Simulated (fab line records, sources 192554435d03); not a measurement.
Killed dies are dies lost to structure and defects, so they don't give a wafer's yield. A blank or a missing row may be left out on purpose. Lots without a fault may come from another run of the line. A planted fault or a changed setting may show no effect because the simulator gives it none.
A struck lot beside a sound one | flow n5_finfet | 17 steps out of a route of 1938
Sound: wafers L751.2, L751.3, L751.6. Struck: wafer L754.4. (L754.3, L754.5 of the same lot were not struck and are left out.) The cause comes at the end.
At each step with rows: each side's tool, then ch and its chambers, then its first start. Under that, the readings that differ: sound wafers | struck wafers | difference of the means | sigmas: that difference in standard deviations of wafers without a fault.
alike: readings whose means differ by less than 2 such deviations, and words and numbers that are the same on both sides. not compared: withheld readings, readings that some wafer has no value for, bounds like >300 that may hide the same value, and numbers for which the record gives no deviation and whose values overlap.
The two part at a step that has a row with sigmas, a row that says differs or no value, or rows on one side only. Numbers that don't overlap but have no deviation are shown without sigmas and don't part them. A reading that every wafer of one side lacks parts them only if that side has two wafers or more.

first, 3 steps without rows for these wafers: N5_BEOL_M1_ANNEAL_82 (time 240 s); N5_BEOL_M1_SPUTTER_86 (material Cu, target thk 4.5 nm, time 8.29 s); N5_BEOL_M1_ANNEAL_87 (time 240 s).
N5_BEOL_M1_SPUTTER_88: material Cu, target thk 4.5 nm, time 8.29 s.
  sound on pvd_sputter-03, day 9 10:56; struck on pvd_sputter-01, day 10 13:25
  alike: susceptor_temp_C, throttle_valve_pct
N5_BEOL_M1_ANNEAL_89: time 240 s.
  sound on pvd_sputter-03, day 9 11:01; struck on pvd_sputter-01, day 10 13:29
  alike: heater_power_w, susceptor_temp_C
then, 1 step without rows for these wafers: N5_BEOL_M1_SPUTTER_90 (material Cu, target thk 4.5 nm, time 8.29 s).
N5_BEOL_M1_ANNEAL_91: time 240 s.
  sound on pvd_sputter-03, day 9 11:14; struck on pvd_sputter-01, day 10 13:43
  reading              | sound                | struck | difference | sigmas
  susceptor_temp_C (C) | 400.03 399.71 399.91 | 400.49 | +0.61      | +3
  alike: heater_power_w
then, 2 steps without rows for these wafers: N5_BEOL_M1_SPUTTER_92 (material Cu, target thk 4.5 nm, time 8.29 s); N5_BEOL_M1_ANNEAL_93 (time 240 s).
N5_BEOL_M1_SPUTTER_94: material Cu, target thk 4.5 nm, time 8.29 s.
  sound on pvd_sputter-03, day 9 11:36; struck on pvd_sputter-01, day 10 14:04
  alike: susceptor_temp_C, throttle_valve_pct
N5_BEOL_M1_ANNEAL_95: time 240 s.
  sound on pvd_sputter-03, day 9 11:41; struck on pvd_sputter-01, day 10 14:09
  alike: heater_power_w, susceptor_temp_C
then, 1 step without rows for these wafers: N5_BEOL_M1_SPUTTER_96 (material Cu, target thk 4.5 nm, time 8.29 s).
N5_BEOL_M1_ECD_50: material Cu, target thk 300 nm.
  sound on ecd_cu-01 ch 0,1, day 9 11:56; struck on ecd_cu-01 ch 0, day 10 14:26
  reading                                | sound           | struck | difference | sigmas
  model.Cu_of_BEOL_M1_ECD_50.thk_nm (nm) | 294.2 298.4 298 | 486.4  | +189.5     |
then, 1 step without rows for these wafers: N5_BEOL_M1_ANNEAL_51 (time 90 s).
N5_BEOL_M1_CMP_52: polishes, stops on SiOC, t overpolish 6.8 s, target thk 40 nm.
  sound on cmp-03 ch 0,3, day 9 12:19; struck on cmp-03 ch 1, day 10 14:55
  reading                | sound    | struck | difference | sigmas
  time_to_endpoint_s (s) | 62 64 60 | 114    | +52        | +13
  alike: motor_current_A
  not compared: pad_life_wafers
N5_BEOL_M1_THK_MEAS_53: measures by xrf.
  sound on film_metro-02, day 9 12:37; struck on film_metro-01, day 10 15:10
  alike: M1_THK
-- the record jumps here: 5 days lie between the struck wafers' starts before and after (it left off in module BEOL_M1 and takes up again in module BEOL_M4, whose first step shown is number 1111 of the route) --
N5_BEOL_M4_RC_MEAS_101:
  sound on prober-01 ch 0, day 13 16:00; struck on prober-02 ch 0, day 15 09:07
  alike: DIBL_N, DIBL_P, IOFF_N, IOFF_P, ION_N, ION_P, SS_N, SS_P, VT_N, VT_P

WHERE THEY PART
First at N5_BEOL_M1_ANNEAL_91; last, within this record, at N5_BEOL_M1_CMP_52. Later steps at which nothing parts them and some readings are alike: N5_BEOL_M1_THK_MEAS_53, N5_BEOL_M4_RC_MEAS_101.

WHY: what the simulator had put in
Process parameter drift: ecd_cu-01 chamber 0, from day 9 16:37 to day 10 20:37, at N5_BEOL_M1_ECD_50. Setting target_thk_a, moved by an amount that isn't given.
